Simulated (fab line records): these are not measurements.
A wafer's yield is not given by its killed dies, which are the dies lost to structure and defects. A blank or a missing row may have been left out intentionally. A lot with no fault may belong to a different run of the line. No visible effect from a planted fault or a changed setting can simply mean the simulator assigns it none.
fab line records	flow nand_harc
record lots=24	wafers=72	last_day=34
route steps=1302 shown A_CHANNEL_HOLE_D1@465 A_CHANNEL_FILL_D1@513 A_DECK1_JOINT@539 A_CHANNEL_HOLE_D2@571
lots with no fault: from the same line, run without faults
start_h: the number of hours between the record's first day and the start of the first shown wafer of the lot	wait_h: hours elapsed since this lot's preceding step	" the same as in the row above	L1.1+2: one row covering several wafers at once	- no value, or no start was given	* or withheld: withheld	< > ~ a bound
route shown NAME@n: a module of which the file shows steps, and the number in the route of the first	usual: the fault-free wafers' mean and standard deviation	same: alike in all rows	chamber/n: place in a boat	sites: each site's reading	_std_site: standard deviation across them	_edge_site: the outer-site mean with the inner-site mean subtracted	radius_mm: how far each site lies from the wafer's centre	mask NAME#n: copy n	behind: the most recent tool/chamber to have shaped the wafer	hold: reason for holding the lot/hours on hold/outcome of the hold	device: the transistor (n, p or np) that didn't switch	end of line: the route-end tests of the same wafers	a step without rows: its recipe alone	killed: the dies lost at the first sort to structure and to defects; this is not the yield of the wafer	map: per-die view of a wafer (x killed, . not killed, _ where there is no die)
set.NAME: the setting as run; set.NAME@STEP: as run at that earlier step	model.NAME: the simulator's own value behind a step, which no gauge read
a sample of lots followed through the steps of the route, with each step as a table and each wafer as a row
services: when a tool's chamber went out of use (start_h, in hours from the record's first day, below 0 if earlier), for how many hours, and the reason
## steps
# step NHARC_A_CHANNEL_HOLE_D1_DESCUM_15
# recipe time_s=3	o2_flow_sccm=200	ar_flow_sccm=0	bias_power_w=0	chemistry=O2
# usual drypump_motor_current_A=5.6/0.56	oes_product_au=0.999/0.0083	rf_vpp_V=57.7/0.94	showerhead_plenum_p_Torr=1.89/0.086	throttle_valve_pct=11.311/0.0096
lot.wafer	tool	chamber	start_h	wait_h	drypump_motor_current_A	oes_product_au	rf_hours_counter_h	rf_vpp_V	showerhead_plenum_p_Torr	throttle_valve_pct
L074.3	rie_diel-06	2	180.77	0.1	4.7	1.007	4	58.6	1.87	11.306
L074.2	"	3	"	"	5.5	1.002	4	58.4	2.02	11.313
L074.5	"	0	"	"	6.1	1.006	-	58.3	1.80	11.295
L075.1	rie_diel-05	3	188.82	0.1	5.0	1.008	43	57.1	1.79	11.308
L075.2	"	2	"	"	6.3	1.000	51	57.3	1.84	11.314
L075.4	"	1	"	"	6.6	0.999	-	58.7	1.88	11.325
L077.2	rie_diel-06	2	202.99	0.1	4.7	1.005	6	58.9	1.87	11.321
L077.6	"	1	"	"	5.7	0.985	-	57.8	1.87	11.315
L077.5	"	2	"	"	4.8	1.008	-	58.4	1.87	11.307
L076.2	rie_diel-04	2	203.19	0.1	5.7	1.002	3	58.2	1.94	11.300
L076.1	"	0	"	"	5.2	0.998	3	58.2	1.83	11.295
L076.6	"	2	"	"	5.7	1.000	-	58.9	1.94	11.299
L078.3	rie_diel-05	3	220.36	0.1	5.0	1.000	53	57.9	1.79	11.300
L078.2	"	0	"	"	5.5	0.996	36	59.8	2.00	11.312
L078.6	"	3	"	"	4.9	1.001	-	57.6	1.79	11.313
L079.3	rie_diel-06	0	229.22	0.1	6.1	1.005	7	57.6	1.80	11.316
L079.1	"	3	"	"	5.5	0.995	8	58.9	2.02	11.314
L079.6	"	1	"	"	5.7	0.988	-	58.0	1.87	11.292
L080.3	rie_diel-06	2	243.62	0.1	4.7	1.004	9	56.8	1.87	11.321
L080.2	"	0	"	"	6.1	0.999	8	57.9	1.80	11.299
L080.5	"	1	"	"	5.7	0.997	-	57.6	1.87	11.320
L082.2	rie_diel-05	2	258.90	0.1	6.3	0.996	4	57.4	1.83	11.307
L082.3	"	3	"	"	4.9	1.005	6	57.4	1.78	11.309
L082.4	"	0	"	"	5.5	1.003	7	58.4	2.00	11.319
L081.3	rie_diel-04	3	260.20	0.1	6.2	0.985	22	57.9	1.92	11.301
L081.6	"	0	"	"	5.2	0.993	-	57.2	1.82	11.310
L081.5	"	1	"	"	5.4	0.992	-	59.1	2.07	11.300
L083.2	rie_diel-04	0	272.27	0.1	5.2	0.997	25	57.3	1.82	11.311
L083.6	"	1	"	"	5.4	0.993	-	58.0	2.07	11.311
L083.5	"	2	"	"	5.7	1.014	-	58.4	1.93	11.318
L084.2	rie_diel-06	3	278.83	0.1	5.5	1.000	10	58.9	2.02	11.296
L084.4	"	0	"	"	6.1	0.999	11	58.6	1.80	11.312
L084.1	"	1	"	"	5.7	0.994	12	59.1	1.87	11.310
L085.1	rie_diel-04	3	292.44	0.1	6.2	0.986	35	56.7	1.91	11.300
L085.3	"	0	"	"	5.2	1.002	33	55.8	1.82	11.329
L085.6	"	3	"	"	6.2	0.998	-	56.5	1.91	11.312
L087.3	rie_diel-05	0	310.47	0.1	5.5	1.012	22	59.6	2.00	11.308
L087.4	"	2	"	"	6.3	0.988	20	56.4	1.83	11.307
L087.6	"	1	"	"	6.7	0.997	-	55.8	1.87	11.299
L086.1	rie_diel-05	3	312.50	0.1	4.9	1.003	23	56.9	1.78	11.313
L086.6	"	3	"	"	4.9	1.005	-	56.1	1.78	11.324
L086.5	"	0	"	"	5.5	1.004	-	57.4	2.00	11.317
L088.3	rie_diel-05	0	320.86	0.1	5.5	0.995	26	58.4	1.99	11.314
L088.6	"	2	"	"	6.3	0.991	-	57.7	1.83	11.305
L088.5	"	3	"	"	4.9	0.996	-	59.3	1.78	11.303
L089.4	rie_diel-06	2	336.69	0.1	4.7	1.004	2	57.9	1.87	11.304
L089.3	"	3	"	"	5.5	0.993	2	58.9	2.02	11.313
L089.6	"	2	"	"	4.7	1.016	-	56.9	1.87	11.307
L090.4	rie_diel-05	3	345.26	0.1	5.0	1.000	37	56.5	1.77	11.295
L090.2	"	0	"	"	5.5	1.017	37	58.1	1.99	11.291
L090.5	"	0	"	"	5.5	1.015	-	59.4	1.99	11.311
L091.1	rie_diel-04	1	345.51	0.1	5.3	0.990	53	58.4	2.06	11.305
L091.3	"	2	"	"	5.7	0.986	53	57.2	1.93	11.320
L091.2	"	3	"	"	6.2	0.988	55	57.9	1.91	11.321
L092.4	rie_diel-04	3	354.86	0.1	6.2	1.000	56	56.8	1.91	11.311
L092.5	"	0	"	"	5.2	1.010	-	59.1	1.81	11.305
L092.6	"	1	"	"	5.4	0.999	-	59.3	2.06	11.296
L093.4	rie_diel-06	0	372.12	0.1	6.1	0.992	4	58.7	1.79	11.325
L093.1	"	1	"	"	5.7	1.007	4	56.6	1.87	11.315
L093.3	"	2	"	"	4.7	1.010	4	56.0	1.86	11.318
L094.1	rie_diel-04	2	373.32	0.1	5.7	0.979	4	57.3	1.92	11.313
L094.3	"	3	"	"	6.2	1.005	5	58.8	1.90	11.316
L094.2	"	0	"	"	5.2	1.002	5	56.9	1.81	11.300
L095.4	rie_diel-06	0	387.33	0.2	6.1	1.002	-	58.0	1.79	11.325
L095.5	"	1	"	"	5.7	1.011	-	56.6	1.87	11.301
L095.6	"	2	"	"	4.7	1.002	-	54.9	1.86	11.306
L096.2	rie_diel-06	1	415.48	0.1	5.7	1.013	8	58.4	1.86	11.303
L096.3	"	0	"	"	6.1	0.993	8	56.6	1.79	11.307
L096.6	"	1	"	"	5.7	1.006	-	56.9	1.86	11.321
L097.3	rie_diel-05	0	416.53	0.1	5.5	1.010	0	58.8	1.99	11.304
L097.2	"	3	"	"	4.9	0.998	0	59.7	2.08	11.311
L097.5	"	1	"	"	6.7	0.986	-	57.9	1.85	11.301
# step NHARC_A_CHANNEL_HOLE_D1_INSPECT_40
# usual raw_defect_count=72/28
lot.wafer	tool	chamber	start_h	wait_h	raw_defect_count
L074.2	defect_inspect-02	-	187.96	-	42
L074.3	"	-	"	"	37
L074.5	"	-	"	"	34
L075.1	defect_inspect-02	-	197.74	-	114
L075.2	"	-	"	"	110
L075.4	"	-	"	"	114
L077.2	defect_inspect-02	-	209.88	-	98
L077.5	"	-	"	"	126
L077.6	"	-	"	"	89
L076.1	defect_inspect-02	-	213.75	-	57
L076.2	"	-	"	"	62
L076.6	"	-	"	"	38
L078.2	defect_inspect-02	-	227.35	-	92
L078.3	"	-	"	"	72
L078.6	"	-	"	"	96
L079.1	defect_inspect-01	-	238.45	-	90
L079.3	"	-	"	"	117
L079.6	"	-	"	"	88
L080.2	defect_inspect-02	-	250.88	-	34
L080.3	"	-	"	"	39
L080.5	"	-	"	"	52
L081.3	defect_inspect-02	-	268.42	-	47
L081.5	"	-	"	"	51
L081.6	"	-	"	"	42
L082.2	defect_inspect-02	-	269.94	-	103
L082.3	"	-	"	"	83
L082.4	"	-	"	"	80
L083.2	defect_inspect-01	-	281.03	-	46
L083.5	"	-	"	"	48
L083.6	"	-	"	"	77
L084.1	defect_inspect-01	-	285.71	-	102
L084.2	"	-	"	"	104
L084.4	"	-	"	"	92
L085.1	defect_inspect-01	-	300.23	-	66
L085.3	"	-	"	"	39
L085.6	"	-	"	"	57
L087.3	defect_inspect-02	-	317.48	-	113
L087.4	"	-	"	"	134
L087.6	"	-	"	"	120
L086.1	defect_inspect-02	-	319.51	-	52
L086.5	"	-	"	"	42
L086.6	"	-	"	"	76
L088.3	defect_inspect-02	-	327.85	-	63
L088.5	"	-	"	"	86
L088.6	"	-	"	"	67
L089.3	defect_inspect-01	-	344.88	-	47
L089.4	"	-	"	"	54
L089.6	"	-	"	"	32
L090.2	defect_inspect-01	-	352.20	-	84
L090.4	"	-	"	"	75
L090.5	"	-	"	"	75
L091.1	defect_inspect-02	-	352.47	-	121
L091.2	"	-	"	"	109
L091.3	"	-	"	"	108
L092.4	defect_inspect-02	-	361.94	-	41
L092.5	"	-	"	"	52
L092.6	"	-	"	"	54
L093.1	defect_inspect-02	-	379.05	-	75
L093.3	"	-	"	"	75
L093.4	"	-	"	"	55
L094.1	defect_inspect-02	-	380.21	-	87
L094.2	"	-	"	"	80
L094.3	"	-	"	"	111
L095.4	defect_inspect-01	-	399.50	-	46
L095.5	"	-	"	"	72
L095.6	"	-	"	"	40
L096.2	defect_inspect-02	-	422.42	-	81
L096.3	"	-	"	"	58
L096.6	"	-	"	"	57
L097.2	defect_inspect-02	-	423.47	-	32
L097.3	"	-	"	"	41
L097.5	"	-	"	"	43
# step NHARC_A_CHANNEL_FILL_D1_CMP_10
# recipe target_thk_nm=150
# usual motor_current_A=12.0/1.3	slurry_filter_dp_kPa=13.51/0.14	time_to_endpoint_s=15.5/2.2
lot.wafer	tool	chamber	start_h	wait_h	motor_current_A	slurry_filter_dp_kPa	time_to_endpoint_s
L074.2	cmp-04	1	235.33	0.6	12.0	13.60	11.2
L074.3	"	2	"	"	15.3	13.48	14.3
L074.5	"	1	"	"	12.2	13.37	13.7
L075.2	cmp-02	1	247.94	0.4	11.5	13.32	13.5
L075.4	"	2	"	"	13.1	13.33	15.5
L075.1	"	3	"	"	12.7	13.68	13.8
L077.2	cmp-02	1	259.60	0.4	11.0	13.71	18.0
L077.6	"	2	"	"	12.7	13.31	17.1
L077.5	"	3	"	"	11.8	13.62	14.4
L076.2	cmp-04	1	262.43	0.4	11.9	13.50	11.6
L076.1	"	2	"	"	13.9	13.60	13.5
L076.6	"	0	"	"	11.2	13.53	15.2
L078.2	cmp-04	2	279.35	0.4	14.6	13.85	15.2
L078.3	"	0	"	"	11.9	13.46	14.4
L078.6	"	2	"	"	13.8	13.60	15.5
L079.1	cmp-04	0	286.02	0.4	12.4	13.54	15.3
L079.3	"	1	"	"	12.3	13.55	14.1
L079.6	"	3	"	"	9.9	13.44	16.9
L080.3	cmp-02	1	301.17	0.4	10.8	13.64	16.3
L080.2	"	2	"	"	13.2	13.36	16.1
L080.5	"	0	"	"	10.4	13.52	15.6
L082.3	cmp-04	3	316.36	0.4	10.2	13.27	20.2
L082.2	"	0	"	"	11.6	13.72	18.7
L082.4	"	1	"	"	12.4	13.53	14.8
L081.3	cmp-01	1	316.42	0.4	12.8	13.45	16.3
L081.5	"	2	"	"	13.2	13.22	16.3
L081.6	"	3	"	"	10.8	13.75	14.8
L083.2	cmp-01	0	331.46	0.4	12.7	13.76	16.3
L083.6	"	2	"	"	13.3	13.68	16.8
L083.5	"	3	"	"	11.5	13.35	12.4
L084.1	cmp-04	1	336.68	0.4	11.8	13.45	15.3
L084.2	"	2	"	"	14.1	13.38	18.1
L084.4	"	0	"	"	11.6	13.60	19.8
L085.3	cmp-01	0	352.39	0.4	13.6	13.56	13.7
L085.1	"	1	"	"	13.0	13.64	15.1
L085.6	"	3	"	"	11.1	13.45	11.0
L087.4	cmp-02	0	365.89	0.4	10.2	13.78	16.5
L087.3	"	3	"	"	12.2	13.68	15.1
L087.6	"	1	"	"	10.5	13.56	14.9
L086.1	cmp-04	3	365.94	0.4	10.1	13.43	18.5
L086.6	"	1	"	"	11.7	13.46	14.4
L086.5	"	2	"	"	14.1	13.30	17.2
L088.3	cmp-01	3	375.57	0.4	11.1	13.56	14.9
L088.6	"	3	"	"	10.6	13.66	14.2
L088.5	"	0	"	"	12.8	13.28	15.8
L089.4	cmp-01	3	394.05	0.4	10.8	13.58	10.4
L089.3	"	0	"	"	13.9	13.61	14.0
L089.6	"	0	"	"	13.5	13.60	13.5
L091.1	cmp-04	3	400.38	0.4	10.2	13.42	21.6
L091.3	"	0	"	"	12.0	13.45	17.3
L091.2	"	1	"	"	12.9	13.45	14.9
L090.2	cmp-02	0	400.39	0.5	11.2	13.25	16.1
L090.4	"	2	"	"	13.2	13.74	17.7
L090.5	"	0	"	"	10.7	13.35	15.3
L092.4	cmp-04	3	410.49	0.4	9.9	13.34	15.3
L092.6	"	3	"	"	10.7	13.65	17.8
L092.5	"	0	"	"	12.4	13.37	15.2
L094.2	cmp-04	1	432.69	0.4	12.5	13.53	9.4
L094.3	"	2	"	"	13.5	13.57	15.7
L094.1	"	3	"	"	9.9	13.52	13.8
L093.1	cmp-01	0	432.70	0.4	13.9	13.27	16.3
L093.4	"	2	"	"	12.4	13.52	18.8
L093.3	"	3	"	"	10.8	13.33	13.9
L095.4	cmp-04	2	453.18	0.4	14.2	13.39	15.7
L095.6	"	0	"	"	11.3	13.58	17.3
L095.5	"	1	"	"	11.7	13.67	14.0
L096.3	cmp-04	0	471.76	0.4	11.5	13.78	17.5
L096.2	"	2	"	"	14.1	13.57	14.7
L096.6	"	3	"	"	10.2	13.63	17.8
L097.3	cmp-01	1	471.78	0.4	13.3	13.45	13.9
L097.2	"	2	"	"	12.9	13.44	15.6
L097.5	"	3	"	"	10.9	13.51	13.3
# step NHARC_A_DECK1_JOINT_CMP_02
# recipe material=SiOx
# usual motor_current_A=12.0/1	slurry_filter_dp_kPa=13.53/0.15
lot.wafer	tool	chamber	start_h	wait_h	motor_current_A	slurry_filter_dp_kPa
L074.2	cmp-03	2	268.15	0.4	10.6	13.53
L074.3	"	3	"	"	12.7	13.58
L074.5	"	1	"	"	12.8	13.67
L075.1	cmp-03	3	285.03	0.4	12.4	13.59
L075.4	"	0	"	"	12.1	13.69
L075.2	"	2	"	"	10.7	13.64
L076.2	cmp-03	3	292.31	0.4	12.5	13.64
L076.1	"	0	"	"	12.0	13.76
L076.6	"	0	"	"	11.5	13.41
L077.2	cmp-04	3	292.39	0.4	9.9	13.52
L077.5	"	0	"	"	12.1	13.39
L077.6	"	1	"	"	12.4	13.63
L078.2	cmp-02	3	316.24	0.4	12.0	13.53
L078.3	"	0	"	"	10.6	13.59
L078.6	"	3	"	"	12.5	13.38
L079.1	cmp-04	0	318.72	0.4	12.2	13.82
L079.3	"	3	"	"	9.8	13.63
L079.6	"	1	"	"	12.0	13.40
L080.3	cmp-03	3	339.42	0.4	12.6	13.52
L080.2	"	0	"	"	12.2	13.54
L080.5	"	2	"	"	10.9	13.62
L081.3	cmp-04	3	348.40	0.4	10.0	13.29
L081.5	"	3	"	"	10.6	13.54
L081.6	"	0	"	"	11.8	13.45
L082.2	cmp-02	3	348.42	0.4	11.9	13.24
L082.3	"	0	"	"	10.9	13.45
L082.4	"	1	"	"	10.9	13.69
L083.2	cmp-03	0	365.16	0.4	12.2	13.38
L083.5	"	0	"	"	11.7	13.48
L083.6	"	1	"	"	13.2	13.32
L084.4	cmp-02	2	370.93	0.4	13.1	13.59
L084.2	"	0	"	"	10.6	13.45
L084.1	"	1	"	"	11.2	13.49
L085.3	cmp-02	2	391.06	0.4	12.8	13.34
L085.1	"	3	"	"	11.8	13.53
L085.6	"	1	"	"	10.8	13.42
L087.3	cmp-02	2	400.22	0.4	13.8	13.48
L087.4	"	1	"	"	10.6	13.68
L087.6	"	2	"	"	13.4	13.46
L086.1	cmp-04	1	400.23	0.4	12.5	13.69
L086.5	"	0	"	"	11.5	13.49
L086.6	"	1	"	"	12.8	13.44
L088.3	cmp-03	1	415.50	0.4	12.7	13.19
L088.5	"	0	"	"	11.4	13.51
L088.6	"	1	"	"	12.7	13.58
L089.3	cmp-02	3	428.68	0.4	11.8	13.75
L089.4	"	1	"	"	10.9	13.59
L089.6	"	3	"	"	11.9	13.56
L091.3	cmp-03	2	435.54	0.4	10.9	13.85
L091.2	"	3	"	"	12.2	13.59
L091.1	"	0	"	"	13.0	13.48
L090.2	cmp-04	0	435.59	0.4	11.6	13.52
L090.4	"	1	"	"	12.5	13.43
L090.5	"	2	"	"	14.3	13.63
L092.4	cmp-02	0	443.81	0.4	10.7	13.54
L092.6	"	3	"	"	11.8	13.58
L092.5	"	0	"	"	11.2	13.66
L094.2	cmp-02	0	463.46	0.4	11.7	13.15
L094.3	"	1	"	"	10.8	13.54
L094.1	"	3	"	"	12.3	13.66
L093.1	cmp-03	2	463.46	0.4	11.0	13.30
L093.4	"	0	"	"	11.5	13.52
L093.3	"	1	"	"	13.2	13.70
L095.4	cmp-02	1	491.79	0.4	11.1	13.77
L095.6	"	2	"	"	12.5	13.37
L095.5	"	3	"	"	11.4	13.76
L097.2	cmp-02	0	505.77	0.4	11.0	13.60
L097.3	"	1	"	"	11.0	13.36
L097.5	"	1	"	"	11.3	13.45
L096.2	cmp-03	0	505.93	0.5	11.6	13.69
L096.3	"	2	"	"	11.2	13.48
L096.6	"	0	"	"	12.3	13.71
# step NHARC_A_DECK1_JOINT_INSPECT_05
# usual raw_defect_count=318/130
lot.wafer	tool	chamber	start_h	wait_h	raw_defect_count
L074.2	defect_inspect-01	-	268.81	0.0	318
L074.3	"	-	"	"	210
L074.5	"	-	"	"	218
L075.1	defect_inspect-02	-	285.73	0.0	215
L075.2	"	-	"	"	296
L075.4	"	-	"	"	213
L077.2	defect_inspect-02	-	293.02	0.0	512
L077.5	"	-	"	"	293
L077.6	"	-	"	"	364
L076.1	defect_inspect-01	-	293.07	0.0	334
L076.2	"	-	"	"	357
L076.6	"	-	"	"	209
L078.2	defect_inspect-01	-	316.93	0.0	398
L078.3	"	-	"	"	413
L078.6	"	-	"	"	807
L079.1	defect_inspect-01	-	319.42	0.0	227
L079.3	"	-	"	"	355
L079.6	"	-	"	"	266
L080.2	defect_inspect-02	-	340.07	0.0	294
L080.3	"	-	"	"	273
L080.5	"	-	"	"	305
L081.3	defect_inspect-01	-	349.10	0.0	206
L081.5	"	-	"	"	260
L081.6	"	-	"	"	138
L082.2	defect_inspect-02	-	349.10	0.0	205
L082.3	"	-	"	"	174
L082.4	"	-	"	"	238
L083.2	defect_inspect-02	-	365.87	0.0	167
L083.5	"	-	"	"	288
L083.6	"	-	"	"	185
L084.1	defect_inspect-01	-	371.64	0.0	308
L084.2	"	-	"	"	275
L084.4	"	-	"	"	412
L085.1	defect_inspect-01	-	391.74	0.0	363
L085.3	"	-	"	"	252
L085.6	"	-	"	"	228
L086.1	defect_inspect-01	-	400.91	0.0	312
L086.5	"	-	"	"	493
L086.6	"	-	"	"	464
L087.3	defect_inspect-02	-	400.93	0.0	272
L087.4	"	-	"	"	360
L087.6	"	-	"	"	222
L088.3	defect_inspect-01	-	416.45	0.0	229
L088.5	"	-	"	"	428
L088.6	"	-	"	"	290
L089.3	defect_inspect-01	-	429.36	0.0	446
L089.4	"	-	"	"	352
L089.6	"	-	"	"	326
L090.2	defect_inspect-01	-	436.24	0.0	241
L090.4	"	-	"	"	412
L090.5	"	-	"	"	797
L091.1	defect_inspect-02	-	436.25	0.0	241
L091.2	"	-	"	"	306
L091.3	"	-	"	"	216
L092.4	defect_inspect-02	-	444.49	0.0	453
L092.5	"	-	"	"	274
L092.6	"	-	"	"	259
L093.1	defect_inspect-02	-	464.17	0.0	370
L093.3	"	-	"	"	435
L093.4	"	-	"	"	509
L094.1	defect_inspect-01	-	464.17	0.0	318
L094.2	"	-	"	"	298
L094.3	"	-	"	"	354
L095.4	defect_inspect-02	-	492.42	0.0	335
L095.5	"	-	"	"	261
L095.6	"	-	"	"	226
L097.2	defect_inspect-02	-	506.48	0.0	149
L097.3	"	-	"	"	164
L097.5	"	-	"	"	158
L096.2	defect_inspect-02	-	506.61	0.0	200
L096.3	"	-	"	"	179
L096.6	"	-	"	"	261
# step NHARC_A_CHANNEL_HOLE_D2_DEP_01
# recipe target_thk_a=1400	target_thk_nm=140	temp_c=400	pressure_torr=3.5	flow_sccm=200	rf_w=350	material=SiON
# usual heater_power_w=748/110
lot.wafer	tool	chamber	start_h	wait_h	heater_power_w
L074.2	pecvd-02	2	289.73	1.3	576
L074.3	"	1	"	"	678
L074.5	"	0	"	"	737
L075.2	pecvd-02	0	301.16	1.3	815
L075.1	"	1	"	"	580
L075.4	"	0	"	"	792
L076.1	pecvd-02	1	313.52	1.6	695
L076.2	"	2	"	"	640
L076.6	"	1	"	"	698
L077.2	pecvd-02	1	314.61	1.3	654
L077.6	"	2	"	"	641
L077.5	"	0	"	"	779
L079.3	pecvd-01	1	332.77	1.0	828
L079.1	"	0	"	"	1002
L079.6	"	0	"	"	805
L078.3	pecvd-03	1	333.07	1.0	710
L078.2	"	0	"	"	718
L078.6	"	1	"	"	724
L080.3	pecvd-02	2	355.89	1.0	550
L080.2	"	0	"	"	850
L080.5	"	0	"	"	686
L082.2	pecvd-01	1	366.47	1.3	749
L082.3	"	2	"	"	803
L082.4	"	0	"	"	944
L081.3	pecvd-01	0	366.67	1.1	967
L081.5	"	2	"	"	850
L081.6	"	0	"	"	1001
L083.2	pecvd-01	0	383.47	1.3	941
L083.5	"	1	"	"	829
L083.6	"	0	"	"	929
L084.2	pecvd-02	0	388.20	1.3	772
L084.1	"	1	"	"	702
L084.4	"	2	"	"	571
L085.1	pecvd-03	0	409.00	1.6	770
L085.3	"	2	"	"	772
L085.6	"	2	"	"	645
L086.1	pecvd-03	2	419.37	1.6	653
L086.5	"	2	"	"	674
L086.6	"	0	"	"	745
L087.3	pecvd-01	2	419.71	1.0	860
L087.6	"	0	"	"	970
L087.4	"	1	"	"	851
L088.3	pecvd-02	1	431.56	1.1	674
L088.5	"	2	"	"	658
L088.6	"	1	"	"	671
L089.3	pecvd-03	2	450.44	1.0	755
L089.6	"	0	"	"	671
L089.4	"	2	"	"	726
L091.1	pecvd-01	1	454.12	1.6	862
L091.3	"	2	"	"	877
L091.2	"	0	"	"	924
L090.2	pecvd-01	2	455.61	1.4	757
L090.4	"	0	"	"	977
L090.5	"	1	"	"	811
L092.6	pecvd-03	2	467.31	0.1	696
L092.5	"	0	"	"	792
L092.4	"	1	"	"	712
L093.3	pecvd-02	1	479.64	1.0	576
L093.1	"	2	"	"	574
L093.4	"	2	"	"	587
L094.2	pecvd-01	2	480.77	1.3	903
L094.3	"	0	"	"	949
L094.1	"	1	"	"	844
L095.5	pecvd-03	0	509.83	0.4	667
L095.4	"	1	"	"	728
L095.6	"	2	"	"	623
L096.2	pecvd-02	2	524.15	1.3	663
L096.3	"	0	"	"	780
L096.6	"	2	"	"	663
L097.2	pecvd-02	2	525.42	1.3	565
L097.3	"	1	"	"	570
L097.5	"	2	"	"	586
## services
tool	chamber	start_h	hours	kind
cmp-04	-	160.93	3.5	repair
cmp-03	-	162.03	4.0	pm
cmp-03	-	186.13	1.3	repair
cmp-04	-	209.05	4.0	pm
cmp-02	-	212.43	1.5	repair
pecvd-02	-	227.11	13.0	pm
cmp-02	-	232.71	4.0	pm
rie_diel-06	3	239.80	15.4	repair
cmp-03	-	245.89	0.9	repair
cmp-03	-	260.03	4.0	pm
cmp-04	-	274.15	0.7	repair
rie_diel-06	-	295.51	0.4	repair
cmp-04	-	307.08	4.0	pm
rie_diel-06	-	307.23	9.0	pm
cmp-04	-	314.88	0.8	repair
cmp-02	-	321.47	3.5	repair
cmp-02	-	330.71	4.0	pm
cmp-04	-	349.66	6.4	repair
cmp-04	-	405.08	4.0	pm
pecvd-02	-	408.11	13.0	pm
cmp-04	-	411.03	0.6	repair
cmp-02	-	428.81	4.0	pm
cmp-04	-	462.91	1.4	repair
cmp-04	-	503.08	4.0	pm
## key
fault none
